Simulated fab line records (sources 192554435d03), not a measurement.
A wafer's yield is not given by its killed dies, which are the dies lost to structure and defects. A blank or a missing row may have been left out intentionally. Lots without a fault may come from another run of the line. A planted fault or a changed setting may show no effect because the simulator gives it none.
The tool behind it: which one? ; flow n5Finfet ; 12 lots, 35 wafers sampled, at 1 step of a route of 1938

## WHAT THE GAUGES SHOWED, per wafer
N5_HKMG_FIN_INSPECT_28: inspects for defects (darkfield).
lot;measured;on;rawDefectCount
L166;day 4 08:11;defectInspect-02;31 30 45
L167;day 4 18:08;defectInspect-01;39 31 45
L172;day 5 19:05;defectInspect-01;39 62 36
L173;day 6 01:29;defectInspect-02;71 58 44
L179;day 7 17:32;defectInspect-02;58 38 14
L182;day 8 06:03;defectInspect-02;15 22
L183;day 8 14:13;defectInspect-01;51 51 48
L184;day 9 01:31;defectInspect-02;46 81 46
L186;day 9 07:30;defectInspect-02;37 25 44
L187;day 9 14:32;defectInspect-02;30 34 43
L188;day 9 20:48;defectInspect-01;20 22 22
L189;day 10 01:59;defectInspect-02;21 38 75

## WHICH TOOL RAN EACH LOT (tool, then ch and the chambers of the sampled wafers, then the start)
No process step before these readings appears in the record.

## AS READ BY THE TOOLS THEMSELVES (means over the sampled wafers that have a number; for cases with no such wafer, the mark the record gives instead)
The record holds no such reading with a usual standard deviation.

## THE ANSWER, worked out from the rows above alone
Rule: the usual values come from the lots themselves. Put in order of their means at a reading, lots are off if they are a third of the lots or fewer, leave a main group of 4 or more, and stand apart from it by a gap of 3 or more times the standard deviation of the main group's means; of several such gaps the widest counts. A main group whose means are all the same, to the digits that the tables above print for the reading, isn't used. A lot without any number at a reading at which 4 lots or more have one is off too. Where the step has rows for the other lots, those lots are counted as sound. After the gauges, taken in route order, come the tools' own readings; for these a lot's mean is taken, as printed above. At the first step where some lot is off, the reading lying furthest off is the one used; lots without a number count as furthest.
None of the lots is off at any reading shown; this tells nothing.

## WHAT HAD BEEN PUT IN BY THE SIMULATOR
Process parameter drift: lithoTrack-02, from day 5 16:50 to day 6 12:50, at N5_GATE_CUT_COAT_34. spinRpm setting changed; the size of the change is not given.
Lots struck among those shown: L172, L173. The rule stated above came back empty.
